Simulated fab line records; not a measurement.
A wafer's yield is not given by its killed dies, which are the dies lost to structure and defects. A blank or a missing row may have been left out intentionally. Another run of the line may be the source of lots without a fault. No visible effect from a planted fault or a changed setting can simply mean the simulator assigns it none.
8D (eight disciplines) problem report, filled in by code / flow nand harc / the parts of the form that need people (team, actions taken, sign-off) are left out

1. PROBLEM STATEMENT
thk nm at NHARC_A_ONON_D1_THK_MEAS_30 reads a mean of 1621 nm on 3 wafers of 3 lots; wafers without a fault read 999 nm with a standard deviation of 8.7. Measured from the usual mean, that is +72 standard deviations.
The step: measures by ellipsometry.
The first sign was on wafer L470.4 at day 11 19:10, on film metro-01. Wafers with a number at this step in the record: 39, from 15 lots. The rule behind "out" and "out of limits": a value lying over 4 standard deviations away from the usual mean. The rest of the wafers with a number are treated as sound.

2. WHAT IT IS, AND WHAT IT ISN'T
question=which readings at this step | is=thk nm | is not=-
question=which lots | is=L470, L471, L472 | is not=L462, L463, L464, L466, L467, L468, L479, L480, L481, L482, L483, L485
question=which wafers of those lots | is=all that have a number | is not=-
question=read on which gauges | is=film metro-01, film metro-02 | is not=-
question=when | is=from day 11 19:10 | is not=up to then (18 sound wafers); but 18 sound wafers of L479, L480, L481, L482, L483, L485 came after

3. WHAT RULES OUT EACH SUSPECT
Counting: a tool at any process step up to the reading remains a suspect when it ran all the lots that are out and ran no sound lot after the first of those.
- the gauge at NHARC_A_ONON_D1_THK_MEAS_30 has been ruled out. The wafers that are out were read on 2 gauges (film metro-01, film metro-02).
- pecvd onon-02 at NHARC_A_ONON_D1_DEP_28 (target thk 1000 nm): ruled out as a lasting fault. Sound lots L479, L481 ran on it after its first lot that is out, L470 (day 11 18:50).
Left after counting: nothing in the record.

4. THE CAUSE (what the simulator had put in)
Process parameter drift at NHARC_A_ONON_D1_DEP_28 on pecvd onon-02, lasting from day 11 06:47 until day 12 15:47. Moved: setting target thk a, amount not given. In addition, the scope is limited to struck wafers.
It was ruled out by counting, in error; the rule expects a fault to strike all lots run on its tool from its start on, and this fault did not.

5. THE CHAIN OF EFFECTS, in route order
One row per reading whose mean, taken over the struck wafers that have a number, lies over 3 standard deviations from the usual. Scope: only readings with a usual standard deviation given in the record; hours: median across lots of the time from each lot's start at the first step in this table that gives one to its start at this step; sigmas: change in usual standard deviations.
hours=0; step=NHARC_A_ONON_D1_THK_MEAS_30; reading=thk nm; usual=999 nm; on struck wafers=1621; change=+622; sigmas=+72

6. HOW IT WOULD HAVE BEEN CAUGHT EARLIER
12 hours passed between the start of the fault at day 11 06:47 and the first reading out of limits at a measuring or inspecting step in this record, taken at day 11 19:10.
An alarm limit of 4 standard deviations would not have fired on the tool readings at NHARC_A_ONON_D1_DEP_28 for which the record gives a usual standard deviation, since none of them was out on any struck wafer.
